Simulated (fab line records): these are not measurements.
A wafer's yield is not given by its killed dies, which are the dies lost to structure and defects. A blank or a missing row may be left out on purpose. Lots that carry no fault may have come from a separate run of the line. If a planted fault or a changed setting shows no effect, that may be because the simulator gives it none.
fab line records	flow nandHarc
record lots=12	wafers=36	lastDay=33
route steps=1302 shown A_CHANNEL_HOLE_D2@590 A_CHANNEL_FILL_D2@616 END@1302
lots untouched by any fault: they come from a run of this same line in which no faults occurred
startH: start of the lot's first displayed wafer, in hours after the record's first day	waitH: hours elapsed since this lot's preceding step	" unchanged from the row above	L1.1+2: a single row standing in for several wafers	- no value present, or no start provided	* or withheld: withheld	< > ~ a bound
route shown NAME@n: names a module that has steps shown in the file, with the first one's number in the route	usual: average and standard deviation across the fault-free wafers	same: alike in all rows	chamber/n: place in a boat	sites: readings site by site	_std_site: their standard deviation	_edge_site: outer sites' mean less inner sites'	radiusMm: for every site, how far away it sits from the centre of the wafer	mask NAME#n: copy n	behind: the last tool/chamber to shape the wafer	hold: why the lot was held/for how many hours/how that ended	device: which transistor (n, p or np) failed to switch	end of line: at the end of the route, the tests of the same wafers	where a step has no rows: the recipe by itself	killed: dies that structure and defects cost at the first sort, which is not the same as the wafer's yield	map: the dies of a wafer, with x for killed, . for not killed, _ for no die there
set.NAME: the setting the step ran with; set.NAME@STEP: the setting that earlier step ran with	model.NAME: the simulator's own value behind a step, which no gauge read
steps of the route over a sample of lots; a table a step, a row a wafer
services: the hour from which a tool's chamber was out of use, counted from the record's first day as startH (under 0 if before that day), plus the number of hours and why
## steps
# step NHARC_A_CHANNEL_HOLE_D2_CD_MEAS_18
# usual cdNm=100.2/1.6
lot.wafer	tool	chamber	startH	waitH	cdNm
L978.1	cdSem-01	-	293.68	-	102.2
L978.3	"	-	"	"	97.8
L978.4	"	-	"	"	98.7
L979.3	cdSem-01	-	315.38	-	98.7
L979.4	"	-	"	"	98.9
L979.6	"	-	"	"	101.2
L981.1	cdSem-03	-	316.99	-	101.7
L981.2	"	-	"	"	100.1
L981.5	"	-	"	"	99.6
L982.2	cdSem-01	-	334.69	-	101.3
L982.3	"	-	"	"	101.6
L982.6	"	-	"	"	99.3
L987.2	cdSem-02	-	389.70	-	102.0
L987.4	"	-	"	"	101.1
L987.5	"	-	"	"	102.4
L988.1	cdSem-01	-	407.44	-	99.5
L988.3	"	-	"	"	102.4
L988.4	"	-	"	"	102.0
L990.1	cdSem-01	-	431.60	-	98.7
L990.4	"	-	"	"	98.6
L990.5	"	-	"	"	97.6
L995.2	cdSem-03	-	463.54	-	100.0
L995.5	"	-	"	"	100.1
L995.6	"	-	"	"	100.6
L997.1	cdSem-01	-	504.78	-	96.8
L997.2	"	-	"	"	100.2
L997.3	"	-	"	"	96.3
L998.1	cdSem-01	-	504.98	-	99.1
L998.2	"	-	"	"	100.2
L998.3	"	-	"	"	102.2
L999.2	cdSem-03	-	511.96	-	98.7
L999.4	"	-	"	"	98.7
L999.5	"	-	"	"	97.7
L101.1	cdSem-03	-	523.94	-	99.3
L101.5	"	-	"	"	97.2
L101.6	"	-	"	"	97.8
# step NHARC_A_CHANNEL_HOLE_D2_ETCH_20
# recipe biasV=3000	sourceW=withheld	pressureMtorr=20	timeS=361.9	arFlowSccm=375	c4f8FlowSccm=89.3	o2FlowSccm=35.7	tempC=-20	targetDepthA=16000	chemistry=C4F8/O2/Ar
# usual drypumpMotorCurrentA=5.7/0.55	oesAirLineAu=1.003/0.022	showerheadPlenumPTorr=3.64/0.043	throttleValvePct=32.155/0.0095
lot.wafer	tool	chamber	startH	waitH	drypumpMotorCurrentA	oesAirLineAu	rfHoursCounterH	showerheadPlenumPTorr	throttleValvePct
L978.1	harEtch-02	0	295.47	0.1	6.2	0.985	355	3.73	32.144
L978.4	"	1	"	"	5.1	1.027	-	3.67	32.155
L978.3	"	0	"	"	6.2	0.996	-	3.73	32.159
L979.4	harEtch-02	0	315.67	0.2	6.2	1.030	-	3.73	32.147
L979.3	"	1	"	"	5.1	0.996	-	3.66	32.151
L979.6	"	1	"	"	5.1	0.986	-	3.66	32.170
L981.2	harEtch-01	0	317.17	0.1	6.2	1.012	152	3.63	32.154
L981.1	"	1	"	"	5.2	1.007	152	3.65	32.152
L981.5	"	0	"	"	6.1	1.025	-	3.63	32.145
L982.2	harEtch-01	1	336.00	0.1	5.2	1.036	164	3.65	32.159
L982.3	"	1	"	"	5.1	1.016	-	3.65	32.167
L982.6	"	1	"	"	5.2	1.025	-	3.65	32.171
L987.2	harEtch-01	0	393.48	0.1	6.1	1.008	195	3.61	32.173
L987.4	"	1	"	"	5.1	0.983	-	3.63	32.161
L987.5	"	0	"	"	6.1	1.013	-	3.61	32.159
L988.1	harEtch-01	1	407.63	0.1	5.1	1.012	206	3.62	32.156
L988.3	"	1	"	"	5.2	0.995	-	3.62	32.154
L988.4	"	0	"	"	6.1	1.012	-	3.60	32.164
L990.1	harEtch-02	0	432.22	0.1	6.3	1.021	27	3.69	32.151
L990.4	"	1	"	"	5.1	0.985	-	3.63	32.158
L990.5	"	0	"	"	6.3	1.001	-	3.69	32.144
L995.2	harEtch-02	0	463.77	0.1	6.3	1.006	42	3.68	32.155
L995.6	"	1	"	"	5.1	0.969	-	3.62	32.134
L995.5	"	0	"	"	6.3	1.001	-	3.68	32.140
L997.1	harEtch-02	0	509.76	0.1	6.3	0.960	72	3.67	32.133
L997.2	"	1	"	"	5.1	0.992	72	3.60	32.145
L997.3	"	0	"	"	6.3	0.958	-	3.67	32.155
L998.1	harEtch-01	0	513.34	0.1	6.1	0.962	271	3.57	32.160
L998.2	"	1	"	"	5.2	1.000	271	3.59	32.160
L998.3	"	1	"	"	5.2	0.996	-	3.59	32.158
L999.2	harEtch-01	0	517.50	0.1	6.1	0.960	275	3.56	32.152
L999.4	"	0	"	"	6.2	1.001	-	3.56	32.161
L999.5	"	0	"	"	6.2	0.998	-	3.56	32.149
L101.1	harEtch-02	0	524.18	0.1	6.3	1.042	80	3.66	32.168
L101.5	"	1	"	"	5.1	1.041	-	3.60	32.173
L101.6	"	0	"	"	6.3	1.014	-	3.66	32.156
# step NHARC_A_CHANNEL_HOLE_D2_ETCH_24
# recipe biasV=5000	sourceW=withheld	pressureMtorr=20	timeS=906.2	arFlowSccm=375	c4f8FlowSccm=93.8	o2FlowSccm=31.2	tempC=-20	targetDepthA=15000	chemistry=C4F8/O2/Ar
# usual drypumpMotorCurrentA=5.7/0.55	oesAirLineAu=1.004/0.02	showerheadPlenumPTorr=3.63/0.043	throttleValvePct=32.235/0.0098
lot.wafer	tool	chamber	startH	waitH	drypumpMotorCurrentA	oesAirLineAu	rfHoursCounterH	showerheadPlenumPTorr	throttleValvePct
L978.1	harEtch-02	0	297.56	0.6	6.3	1.029	358	3.73	32.237
L978.4	"	1	"	"	5.1	0.981	-	3.66	32.233
L978.3	"	0	"	"	6.3	1.023	-	3.73	32.233
L979.4	harEtch-02	0	317.83	0.6	6.3	1.010	-	3.72	32.242
L979.3	"	1	"	"	5.1	0.983	-	3.66	32.227
L979.6	"	1	"	"	5.1	1.015	-	3.66	32.224
L981.2	harEtch-01	0	319.18	0.6	6.1	1.001	154	3.62	32.229
L981.1	"	1	"	"	5.1	1.029	154	3.65	32.232
L981.5	"	0	"	"	6.1	1.018	-	3.62	32.233
L982.2	harEtch-01	1	338.08	0.6	5.1	1.004	166	3.64	32.239
L982.3	"	1	"	"	5.1	0.983	-	3.64	32.238
L982.6	"	1	"	"	5.1	1.009	-	3.64	32.221
L987.2	harEtch-01	0	395.56	0.6	6.1	1.021	197	3.60	32.233
L987.4	"	1	"	"	5.2	0.998	-	3.62	32.226
L987.5	"	0	"	"	6.1	1.023	-	3.60	32.234
L988.1	harEtch-01	1	409.64	0.6	5.1	0.977	208	3.62	32.246
L988.3	"	1	"	"	5.1	0.995	-	3.62	32.233
L988.4	"	0	"	"	6.1	1.035	-	3.60	32.231
L990.1	harEtch-02	0	434.31	0.6	6.3	0.998	29	3.69	32.239
L990.4	"	1	"	"	5.1	0.981	-	3.62	32.224
L990.5	"	0	"	"	6.3	0.985	-	3.69	32.243
L995.2	harEtch-02	0	465.86	0.6	6.3	1.022	44	3.68	32.239
L995.6	"	1	"	"	5.1	1.013	-	3.61	32.234
L995.5	"	0	"	"	6.3	1.001	-	3.68	32.234
L997.1	harEtch-02	0	511.78	0.6	6.3	0.984	75	3.66	32.215
L997.2	"	1	"	"	5.1	0.953	75	3.60	32.228
L997.3	"	0	"	"	6.3	1.017	-	3.66	32.243
L998.1	harEtch-01	0	515.35	0.6	6.2	1.030	273	3.56	32.234
L998.2	"	1	"	"	5.2	0.996	273	3.58	32.229
L998.3	"	1	"	"	5.2	1.011	-	3.58	32.216
L999.2	harEtch-01	0	519.53	0.6	6.1	1.035	277	3.56	32.245
L999.4	"	0	"	"	6.1	0.996	-	3.56	32.248
L999.5	"	0	"	"	6.1	1.033	-	3.56	32.230
L101.1	harEtch-02	0	526.26	0.6	6.3	1.017	82	3.66	32.234
L101.5	"	1	"	"	5.1	1.018	-	3.59	32.226
L101.6	"	0	"	"	6.3	1.002	-	3.66	32.231
# step NHARC_A_CHANNEL_HOLE_D2_INSPECT_40
# usual rawDefectCount=249/70
lot.wafer	tool	chamber	startH	waitH	rawDefectCount
L978.1	defectInspect-02	-	301.49	-	318
L978.3	"	-	"	"	297
L978.4	"	-	"	"	282
L979.3	defectInspect-01	-	321.14	-	404
L979.4	"	-	"	"	307
L979.6	"	-	"	"	321
L981.1	defectInspect-01	-	322.77	-	162
L981.2	"	-	"	"	259
L981.5	"	-	"	"	233
L982.2	defectInspect-02	-	341.85	-	228
L982.3	"	-	"	"	343
L982.6	"	-	"	"	272
L987.2	defectInspect-02	-	399.05	-	811
L987.4	"	-	"	"	225
L987.5	"	-	"	"	810
L988.1	defectInspect-02	-	413.23	-	200
L988.3	"	-	"	"	210
L988.4	"	-	"	"	828
L990.1	defectInspect-01	-	437.76	-	231
L990.4	"	-	"	"	247
L990.5	"	-	"	"	293
L995.2	defectInspect-02	-	469.31	-	407
L995.5	"	-	"	"	365
L995.6	"	-	"	"	452
L997.1	defectInspect-02	-	515.50	-	265
L997.2	"	-	"	"	305
L997.3	"	-	"	"	455
L998.1	defectInspect-01	-	519.33	-	246
L998.2	"	-	"	"	189
L998.3	"	-	"	"	190
L999.2	defectInspect-02	-	523.10	-	195
L999.4	"	-	"	"	170
L999.5	"	-	"	"	376
L101.1	defectInspect-02	-	529.69	-	244
L101.5	"	-	"	"	317
L101.6	"	-	"	"	190
# step NHARC_A_CHANNEL_FILL_D2_ALD_16
# recipe targetThkA=15	pulseTimeS=10	aldCycles=15	tempC=300	material=SiO2
# usual heaterPowerW=458/49	precursorPulseHeightRel=0.999/0.021
lot.wafer	tool	chamber	startH	waitH	heaterPowerW	precursorPulseHeightRel
L978.3	aldHk-02	3	314.37	0.4	391	0.961
L978.4	"	0	"	"	465	0.996
L978.1	"	2	"	"	453	1.008
L979.4	aldHk-04	1	333.90	0.0	391	0.966
L979.3	"	2	"	"	489	0.960
L979.6	"	1	"	"	400	1.010
L981.2	aldHk-02	2	333.92	0.1	441	1.017
L981.1	"	3	"	"	399	1.032
L981.5	"	2	"	"	448	1.008
L982.3	aldHk-04	0	353.69	0.1	422	0.972
L982.2	"	1	"	"	404	0.994
L982.6	"	0	"	"	421	0.979
L987.2	aldHk-01	0	411.59	0.1	430	1.023
L987.4	"	1	"	"	444	1.040
L987.5	"	2	"	"	473	1.001
L988.1	aldHk-02	1	425.62	0.0	477	0.981
L988.4	"	2	"	"	450	0.980
L988.3	"	3	"	"	383	0.988
L990.4	aldHk-04	0	453.09	0.0	445	0.965
L990.1	"	3	"	"	551	1.006
L990.5	"	1	"	"	390	1.029
L995.2	aldHk-04	0	482.13	0.2	443	0.988
L995.5	"	2	"	"	502	1.009
L995.6	"	3	"	"	537	0.989
L997.3	aldHk-02	0	528.71	0.0	514	0.976
L997.2	"	1	"	"	465	1.000
L997.1	"	3	"	"	385	0.982
L998.2	aldHk-04	2	533.51	0.2	503	1.012
L998.3	"	0	"	"	438	0.952
L998.1	"	1	"	"	387	1.021
L999.2	aldHk-04	3	533.73	0.4	526	1.020
L999.4	"	0	"	"	447	1.017
L999.5	"	1	"	"	398	1.006
L101.1	aldHk-01	2	542.15	0.1	456	0.997
L101.6	"	0	"	"	434	1.043
L101.5	"	1	"	"	432	1.032
# step NHARC_END_SORT_01
# recipe tempC=25
# usual killedAtArray=50/17	killedAtOther=0.7/1	killedAtPeriphery=3.4/2.4	killedDies=54/17	killedOpen=3.3/1.7	killedShort=2.5/1.6
# same grossDies=677
lot.wafer	tool	chamber	startH	waitH	killedAtArray	killedAtOther	killedAtPeriphery	killedDies	killedOpen	killedShort
L982.2	prober-01	0	613.06	2.8	74	2	6	82	2	7
L982.3	prober-01	0	613.85	3.1	64	3	2	69	1	2
L982.6	prober-01	0	616.23	4.0	54	4	4	62	5	2
L987.2	prober-02	0	664.87	2.8	101	0	5	106	4	3
L987.4	prober-02	0	666.47	3.4	60	0	1	61	1	2
L987.5	prober-02	0	667.28	3.7	117	0	1	118	2	2
L988.1	prober-01	0	673.38	2.5	45	0	1	46	3	1
L988.3	prober-01	0	674.98	3.1	38	0	0	38	2	2
L988.4	prober-01	0	675.78	3.4	91	0	0	91	2	1
# killed by level:class
L982.2 A_SLIT:chamberFilmFlake=28 A_CHANNEL_HOLE_D1:chamberFilmFlake=26 A_CHANNEL_HOLE_D2:chamberFilmFlake=6 A_CHANNEL_FILL_D1:geometricParticle:short=5 P_GATE:chamberFilmFlake=5 A_ZERO_WELL:chamberFilmFlake=3 A_STAIRCASE:chamberFilmFlake=2 THIN_TSV:chamberFilmFlake=2
L982.3 A_CHANNEL_HOLE_D1:chamberFilmFlake=29 A_SLIT:chamberFilmFlake=21 A_CHANNEL_HOLE_D2:chamberFilmFlake=7 THIN_TSV:chamberFilmFlake=3 P_GATE:chamberFilmFlake=2 A_WL_FILL:chamberFilmFlake=2 A_CHANNEL_FILL_D1:geometricParticle:short=1 A_CHANNEL_FILL_D1:geometricParticle:open=1
L982.6 A_SLIT:chamberFilmFlake=24 A_CHANNEL_HOLE_D1:chamberFilmFlake=13 A_CHANNEL_HOLE_D2:chamberFilmFlake=9 THIN_TSV:chamberFilmFlake=3 A_M0:geometricParticle:open=2 A_CONTACT:chamberFilmFlake=2 P_GATE:geometricParticle:open=1 P_M2:geometricParticle:open=1
L987.2 A_CHANNEL_HOLE_D2:unspecified=68 A_CHANNEL_HOLE_D1:chamberFilmFlake=17 A_CHANNEL_HOLE_D2:chamberFilmFlake=4 A_STAIRCASE:chamberFilmFlake=4 P_M2:geometricParticle:open=2 A_WL_FILL:geometricParticle:short=2 A_CHANNEL_FILL_D1:chamberFilmFlake=2 P_M1:geometricParticle:open=1
L987.4 A_CHANNEL_HOLE_D1:chamberFilmFlake=36 A_CHANNEL_HOLE_D2:chamberFilmFlake=9 A_STAIRCASE:chamberFilmFlake=6 A_ONON_D2:geometricParticle:short=2 A_DECK1_JOINT:geometricParticle:open=1 P_GATE:chamberFilmFlake=1 A_BONDPAD:chamberFilmFlake=1 A_DECK1_JOINT:chamberFilmFlake=1
L987.5 A_CHANNEL_HOLE_D2:unspecified=62 A_CHANNEL_HOLE_D1:chamberFilmFlake=37 A_SLIT:chamberFilmFlake=4 A_CHANNEL_HOLE_D2:chamberFilmFlake=3 A_CONTACT:chamberFilmFlake=3 A_BONDPAD:chamberFilmFlake=2 A_CHANNEL_HOLE_D1:geometricParticle:short=1 A_ONON_D2:geometricParticle:open=1
L988.1 A_CHANNEL_HOLE_D2:chamberFilmFlake=14 A_CHANNEL_HOLE_D1:chamberFilmFlake=11 A_CONTACT:chamberFilmFlake=7 A_ZERO_WELL:chamberFilmFlake=2 A_CHANNEL_FILL_D1:chamberFilmFlake=2 A_STAIRCASE:chamberFilmFlake=2 A_SLIT:chamberFilmFlake=2 A_ONON_D1:geometricParticle:open=1
L988.3 A_CHANNEL_HOLE_D2:chamberFilmFlake=16 A_SLIT:chamberFilmFlake=6 A_CONTACT:chamberFilmFlake=5 A_CHANNEL_HOLE_D1:chamberFilmFlake=2 A_CHANNEL_FILL_D2:chamberFilmFlake=2 A_ONON_D1:geometricParticle:open=1 A_CHANNEL_FILL_D1:geometricParticle:short=1 A_WL_FILL:geometricParticle:open=1
L988.4 A_CHANNEL_HOLE_D2:unspecified=68 A_CHANNEL_HOLE_D1:chamberFilmFlake=5 A_CONTACT:chamberFilmFlake=5 A_M1:chamberFilmFlake=3 A_CHANNEL_HOLE_D2:chamberFilmFlake=2 A_STAIRCASE:chamberFilmFlake=2 A_DECK1_JOINT:geometricParticle:short=1 A_WL_FILL:geometricParticle:open=1
## services
tool	chamber	startH	hours	kind
aldHk-01	-	296.22	10.0	pm
aldHk-02	-	353.65	10.0	pm
aldHk-02	0	353.65	10.0	ventCycle
aldHk-02	1	353.65	10.0	ventCycle
harEtch-02	-	377.14	17.0	pm
harEtch-02	0	377.14	17.0	ventCycle
harEtch-02	1	377.14	17.0	ventCycle
harEtch-02	0	394.14	-	clean
harEtch-02	0	394.14	-	consumableReplace:focusRing
harEtch-02	1	394.14	-	clean
harEtch-02	1	394.14	-	consumableReplace:focusRing
aldHk-04	-	432.88	10.0	pm
aldHk-04	0	432.88	10.0	ventCycle
aldHk-04	1	432.88	10.0	ventCycle
aldHk-04	2	432.88	10.0	ventCycle
aldHk-04	3	432.88	10.0	ventCycle
aldHk-04	0	442.88	-	clean
aldHk-04	1	442.88	-	clean
aldHk-04	2	442.88	-	clean
aldHk-04	3	442.88	-	clean
aldHk-01	-	457.24	9.0	repair
aldHk-01	-	470.77	0.2	repair
aldHk-01	-	494.18	10.0	pm
aldHk-02	-	531.65	10.0	pm
## key
firstSign step=NHARC_A_CHANNEL_HOLE_D2_INSPECT_40	reading=rawDefectCount	direction=up	sigmas=8.1	usual=249	struck=816
effect step=NHARC_END_SORT_01	reading=killedAtArray	direction=up	sigmas=3.1	usual=50	struck=103
moreKillsBornAt NHARC_A_CHANNEL_HOLE_D2_ETCH_24@harEtch-01=167
metAt NHARC_A_CHANNEL_HOLE_D2_ETCH_24
struckLots L987,L988
struckWafers L987.2,L987.5,L988.4
testerLeftOut L987,L988
notActingAt NHARC_A_CHANNEL_HOLE_D2_CD_MEAS_18,NHARC_A_CHANNEL_HOLE_D2_ETCH_20,NHARC_A_CHANNEL_FILL_D2_ALD_16
onsetBetween 319.18 395.56
fault kind=chamberParticleSource	tool=harEtch-01	chamber=0	onsetH=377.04	steps=NHARC_A_CHANNEL_HOLE_D2_ETCH_24	ratePerVisitCm2=0.88026	endH=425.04
# testerLeftOut: of these lots the tester's yield and bins aren't shown, on N5 and GAA mostly nor the transistor test; their killed dies are dies lost to structure and defects alone, not to doping, threshold or leakage, so they don't give the yield
